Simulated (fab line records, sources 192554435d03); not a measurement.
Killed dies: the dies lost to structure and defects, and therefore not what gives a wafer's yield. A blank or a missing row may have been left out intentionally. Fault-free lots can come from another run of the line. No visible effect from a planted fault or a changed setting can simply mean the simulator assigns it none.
fab line records -- flow n5-finfet -- part 2 of 2: steps 23 to 32 of 32
record: lots: 5, wafers: 15, last-day: 15
route steps=1938 shown STI_FIN_REVEAL@192 DUMMY_GATE@212
lots that met no fault: taken from a fault-free run of the same line
start-h: start of the lot's first displayed wafer, in hours after the record's first day -- wait-h: hours from the lot's prior step to this one -- " as in the row above -- L1.1+2: a row that stands for several wafers -- - either no value or no given start -- * or withheld: withheld -- < > ~ a bound
route shown NAME@n: names a module that has steps shown in the file, with the first one's number in the route -- usual: the fault-free wafers' mean and standard deviation -- same: alike in all rows -- chamber/n: place in a boat -- sites: each site's reading -- _std_site: standard deviation of those values -- _edge_site: inner sites' mean taken away from outer sites' mean -- radius-mm: for every site, how far away it sits from the centre of the wafer -- mask NAME#n: copy n -- behind: tool/chamber where the wafer was last shaped -- hold: why the lot was held/for how many hours/how that ended -- device: whichever transistor did not switch (one of n, p or np) -- end of line: the route-end tests of the same wafers -- step lacking rows: just its recipe -- killed: count of dies lost to structure and defects at first sort (not the wafer's yield) -- map: per-die view of a wafer (x killed, . not killed, _ where there is no die)
set.NAME: the setting the step ran with; set.NAME@STEP: the setting that earlier step ran with -- model.NAME: the simulator's own value behind a step, which no gauge read
lots at selected steps of the route; one table per step, one row per wafer
services: a tool's chamber out of use, with start hour (start-h, from the record's first day; less than 0 if before it), hours out, and reason
== steps ==
step: N5_DUMMY_GATE_ALD_02
recipe: material: SiO2, target-thk-a: 20, temp-c: 300, ald-precursor-family: BDEAS, ald-co-reactant: O2-plasma, pulse-time-s: 1, pressure-torr: 2
usual: heater-power-w: 496/48, precursor-pulse-height-rel: 1.002/0.02
lot.wafer,tool,chamber,start-h,wait-h,heater-power-w,precursor-pulse-height-rel
L077.1,ald-sin-03,0,56.00,0.0,565,1.041
L077.3,ald-sin-03,3,56.00,0.0,533,1.007
L077.4,ald-sin-03,1,56.00,0.0,490,1.023
L087.1,ald-sin-02,2,115.92,0.3,458,1.007
L087.4,ald-sin-02,3,115.92,0.3,506,0.989
L087.5,ald-sin-02,0,115.92,0.3,448,0.988
L089.2,ald-sin-03,3,131.07,0.0,514,0.969
L089.3,ald-sin-03,1,131.07,0.0,498,1.007
L089.5,ald-sin-03,0,131.07,0.0,564,1.024
L091.2,ald-sin-02,1,139.50,0.0,468,1.000
L091.5,ald-sin-02,2,139.50,0.0,472,1.004
L091.6,ald-sin-02,3,139.50,0.0,501,1.014
L092.1,ald-sin-04,2,145.63,0.1,506,1.016
L092.3,ald-sin-04,3,145.63,0.1,422,1.009
L092.5,ald-sin-04,2,145.63,0.1,505,1.015
step: N5_DUMMY_GATE_CVD_03
recipe: material: a-Si, target-thk-a: 1500, temp-c: 530, precursor: SiH4, time-s: 8042
usual: spike-tc-lower-C: 530.0/0.7, zone-power-centre-pct: 7.2/0.77
lot.wafer,tool,chamber,start-h,wait-h,spike-tc-lower-C,zone-power-centre-pct
L077.1,lpcvd-01,0/90,56.65,0.6,528.7,7.9
L077.3,lpcvd-01,0/100,56.65,0.6,528.7,7.9
L077.4,lpcvd-01,0/104,56.65,0.6,528.7,7.9
L087.1,lpcvd-02,0/40,116.03,0.1,530.5,7.2
L087.4,lpcvd-02,0/54,116.03,0.1,530.5,7.2
L087.5,lpcvd-02,0/59,116.03,0.1,530.5,7.2
L089.2,lpcvd-02,1/70,131.18,0.1,531.4,6.2
L089.3,lpcvd-02,1/75,131.18,0.1,531.4,6.2
L089.5,lpcvd-02,1/84,131.18,0.1,531.4,6.2
L091.2,lpcvd-02,0/70,139.60,0.1,530.0,7.2
L091.5,lpcvd-02,0/84,139.60,0.1,530.0,7.2
L091.6,lpcvd-02,0/89,139.60,0.1,530.0,7.2
L092.1,lpcvd-02,1/15,145.73,0.1,529.6,6.2
L092.3,lpcvd-02,1/25,145.73,0.1,529.6,6.2
L092.5,lpcvd-02,1/34,145.73,0.1,529.6,6.2
step: N5_DUMMY_GATE_PRECLEAN_46
recipe: chemistry: DIW, time-s: 89.5, temp-c: 23
usual: temp-c: 23.01/0.094
lot.wafer,tool,chamber,start-h,wait-h,temp-c
L077.1,wet-bench-01,6,60.32,0.0,22.97
L077.3,wet-bench-01,5,60.32,0.0,23.17
L077.4,wet-bench-01,3,60.32,0.0,22.90
L087.1,wet-bench-04,0,119.70,0.0,23.17
L087.4,wet-bench-04,1,119.70,0.0,23.02
L087.5,wet-bench-04,5,119.70,0.0,23.02
L089.2,wet-bench-04,2,134.85,0.0,23.04
L089.3,wet-bench-04,0,134.85,0.0,23.11
L089.5,wet-bench-04,5,134.85,0.0,23.13
L091.2,wet-bench-05,3,143.28,0.0,23.02
L091.5,wet-bench-05,4,143.28,0.0,23.03
L091.6,wet-bench-05,6,143.28,0.0,23.02
L092.1,wet-bench-01,5,149.42,0.0,22.85
L092.3,wet-bench-01,6,149.42,0.0,23.10
L092.5,wet-bench-01,3,149.42,0.0,23.21
step: N5_DUMMY_GATE_SRD_47
recipe: dry-time-s: 32, dry: n2-spin, spin-rpm: 1500
lot.wafer,tool,chamber,start-h,wait-h
L077.1+3+4,wet-bench-01,"6,5,3",60.35,0.0
L087.1+4+5,wet-bench-04,"0,1,5",119.73,0.0
L089.2+3+5,wet-bench-04,"2,0,5",134.88,0.0
L091.2+5+6,wet-bench-05,"3,4,6",143.31,0.0
L092.1+3+5,wet-bench-01,"5,6,3",149.45,0.0
step: N5_DUMMY_GATE_CMP_04
recipe: material: a-Si, post-cmp-clean: alkaline-brush
usual: motor-current-A: 9.7/0.99, slurry-filter-dp-kPa: 13.50/0.13, time-to-endpoint-s: 12.2/2.4
lot.wafer,tool,chamber,start-h,wait-h,motor-current-A,slurry-filter-dp-kPa,time-to-endpoint-s
L077.3,cmp-04,3,60.41,0.1,11.9,13.68,12.6
L077.4,cmp-04,0,60.41,0.1,10.4,13.45,14.0
L077.1,cmp-04,1,60.41,0.1,10.6,13.60,15.3
L087.1,cmp-02,3,119.83,0.1,10.7,13.62,12.7
L087.4,cmp-02,0,119.83,0.1,10.3,13.48,7.7
L087.5,cmp-02,1,119.83,0.1,7.7,13.63,9.5
L089.2,cmp-04,2,134.91,0.0,9.4,13.76,12.2
L089.3,cmp-04,3,134.91,0.0,11.3,13.33,11.5
L089.5,cmp-04,3,134.91,0.0,12.3,13.36,13.2
L091.2,cmp-02,2,143.45,0.1,8.9,13.52,15.6
L091.5,cmp-02,2,143.45,0.1,9.2,13.59,16.3
L091.6,cmp-02,3,143.45,0.1,10.1,13.72,11.9
L092.3,cmp-03,3,149.48,0.0,9.5,13.44,14.5
L092.1,cmp-03,0,149.48,0.0,9.0,13.37,13.0
L092.5,cmp-03,3,149.48,0.0,9.4,13.39,12.1
step: N5_DUMMY_GATE_THK_MEAS_05
usual: thk-nm: 71.4/1.1
lot.wafer,tool,chamber,start-h,wait-h,thk-nm
L077.1,film-metro-02,-,60.62,0.1,73.4
L077.3,film-metro-02,-,60.62,0.1,70.9
L077.4,film-metro-02,-,60.62,0.1,71.4
L087.1,film-metro-01,-,120.01,0.1,71.1
L087.4,film-metro-01,-,120.01,0.1,70.3
L087.5,film-metro-01,-,120.01,0.1,69.1
L089.2,film-metro-01,-,135.15,0.2,71.3
L089.3,film-metro-01,-,135.15,0.2,71.1
L089.5,film-metro-01,-,135.15,0.2,72.1
L091.2,film-metro-01,-,143.69,0.2,70.4
L091.5,film-metro-01,-,143.69,0.2,70.8
L091.6,film-metro-01,-,143.69,0.2,71.4
L092.1,film-metro-01,-,149.72,0.2,71.8
L092.3,film-metro-01,-,149.72,0.2,70.4
L092.5,film-metro-01,-,149.72,0.2,71.5
step: N5_DUMMY_GATE_HM_DEP_06
recipe: material: SiNx, target-thk-a: 800, precursor: DCS/NH3, temp-c: 700, pressure-mtorr: 300, time-s: 5141
usual: spike-tc-lower-C: 700.0/0.44, zone-power-centre-pct: 11.7/1.1
lot.wafer,tool,chamber,start-h,wait-h,spike-tc-lower-C,zone-power-centre-pct
L077.1,lpcvd-02,1/65,60.65,0.0,700.3,9.7
L077.3,lpcvd-02,1/75,60.65,0.0,700.3,9.7
L077.4,lpcvd-02,1/79,60.65,0.0,700.3,9.7
L087.1,lpcvd-01,0/90,120.03,0.0,699.8,12.6
L087.4,lpcvd-01,0/104,120.03,0.0,699.8,12.6
L087.5,lpcvd-01,0/109,120.03,0.0,699.8,12.6
L089.2,lpcvd-02,1/95,135.18,0.0,701.1,9.8
L089.3,lpcvd-02,1/100,135.18,0.0,701.1,9.8
L089.5,lpcvd-02,1/109,135.18,0.0,701.1,9.8
L091.2,lpcvd-01,0/70,143.72,0.0,699.4,12.5
L091.5,lpcvd-01,0/84,143.72,0.0,699.4,12.5
L091.6,lpcvd-01,0/89,143.72,0.0,699.4,12.5
L092.1,lpcvd-01,1/15,149.75,0.0,699.8,12.5
L092.3,lpcvd-01,1/25,149.75,0.0,699.8,12.5
L092.5,lpcvd-01,1/34,149.75,0.0,699.8,12.5
step: N5_DUMMY_GATE_PECVD_30
recipe: material: SiO2, target-thk-a: 550, temp-c: 400, precursor: TEOS/O2, pressure-torr: 6.5, rf-w: withheld, teos-flow-sccm: withheld, gas: O2, flow-sccm: 2650, time-s: 10.8
lot.wafer,tool,chamber,start-h,wait-h
L077.1+3+4,pecvd-03,"0,1,1",64.60,0.0
L087.1+4+5,pecvd-04,"1,0,1",123.98,0.0
L089.2+3+5,pecvd-02,"2,1,1",139.12,0.0
L091.2+5+6,pecvd-02,"2,1,0",147.68,0.0
L092.1+3+5,pecvd-02,"1,2,2",153.69,0.0
step: N5_DUMMY_GATE_COAT_34
recipe: resist: SOC, temp-c: 250, time-s: 60, spin-rpm: 1500, resist-thk-nm: 60
usual: exhaust-pa: 45.2/0.87, heater-power-total-W: 500.3/1.8
lot.wafer,tool,chamber,start-h,wait-h,exhaust-pa,heater-power-total-W
L077.1,litho-track-03,0,64.65,0.0,46.8,501.5
L077.3,litho-track-03,0,64.65,0.0,46.2,502.4
L077.4,litho-track-03,0,64.65,0.0,45.0,499.3
L087.1,litho-track-03,0,124.03,0.0,44.5,497.7
L087.4,litho-track-03,0,124.03,0.0,43.9,501.8
L087.5,litho-track-03,0,124.03,0.0,45.8,503.0
L089.2,litho-track-03,0,139.18,0.0,46.2,502.3
L089.3,litho-track-03,0,139.18,0.0,46.6,500.3
L089.5,litho-track-03,0,139.18,0.0,45.4,501.0
L091.2,litho-track-02,0,147.73,0.0,45.1,497.6
L091.5,litho-track-02,0,147.73,0.0,46.3,497.6
L091.6,litho-track-02,0,147.73,0.0,46.2,498.0
L092.1,litho-track-02,0,153.75,0.0,45.1,502.3
L092.3,litho-track-02,0,153.75,0.0,44.4,497.8
L092.5,litho-track-02,0,153.75,0.0,43.5,498.2
step: N5_DUMMY_GATE_COAT_35
recipe: resist: SiARC, temp-c: 220, time-s: 60, spin-rpm: 1500, resist-thk-nm: 10
usual: exhaust-pa: 45.1/0.84, heater-power-total-W: 427.7/2.1
lot.wafer,tool,chamber,start-h,wait-h,exhaust-pa,heater-power-total-W
L077.1,litho-track-03,0,-,-,44.7,425.8
L077.3,litho-track-03,0,-,-,43.2,429.6
L077.4,litho-track-03,0,-,-,45.7,428.2
L087.1,litho-track-03,0,-,-,44.0,428.6
L087.4,litho-track-03,0,-,-,44.5,429.8
L087.5,litho-track-03,0,-,-,45.7,429.4
L089.2,litho-track-03,0,-,-,45.0,431.0
L089.3,litho-track-03,0,-,-,45.6,424.7
L089.5,litho-track-03,0,-,-,45.1,429.3
L091.2,litho-track-02,0,-,-,46.3,424.2
L091.5,litho-track-02,0,-,-,46.2,428.8
L091.6,litho-track-02,0,-,-,46.1,427.7
L092.1,litho-track-02,0,-,-,45.4,426.4
L092.3,litho-track-02,0,-,-,44.2,430.3
L092.5,litho-track-02,0,-,-,44.3,428.1
== services ==
tool,chamber,start-h,hours,kind
ald-sin-03,3,29.19,3.4,repair
rie-si-04,-,33.80,2.8,pm
ald-sin-04,-,47.09,0.7,repair
lpcvd-02,-,52.47,6.1,pm
cmp-03,-,60.63,3.7,repair
rie-si-04,-,73.32,0.3,repair
pecvd-04,2,76.54,22.8,repair
pecvd-04,-,76.90,2.8,pm
cmp-04,-,82.93,3.9,pm
ald-sin-02,-,85.44,14.0,pm
remote-plasma-02,-,86.41,0.3,repair
rie-si-05,2,92.68,9.2,repair
rie-si-04,-,92.84,0.1,repair
pecvd-04,2,99.45,17.2,repair
cmp-04,-,99.77,4.0,pm
pecvd-02,-,101.87,1.2,repair
wet-bench-01,-,103.35,2.1,repair
ald-sin-02,0,104.27,2.5,repair
rie-si-04,-,109.53,27.0,repair
lpcvd-02,-,121.38,1.7,repair
wet-bench-02,-,130.13,4.9,repair
wet-bench-06,-,131.07,1.0,repair
cmp-02,-,134.22,4.5,pm
ald-sin-03,0,150.53,8.9,repair
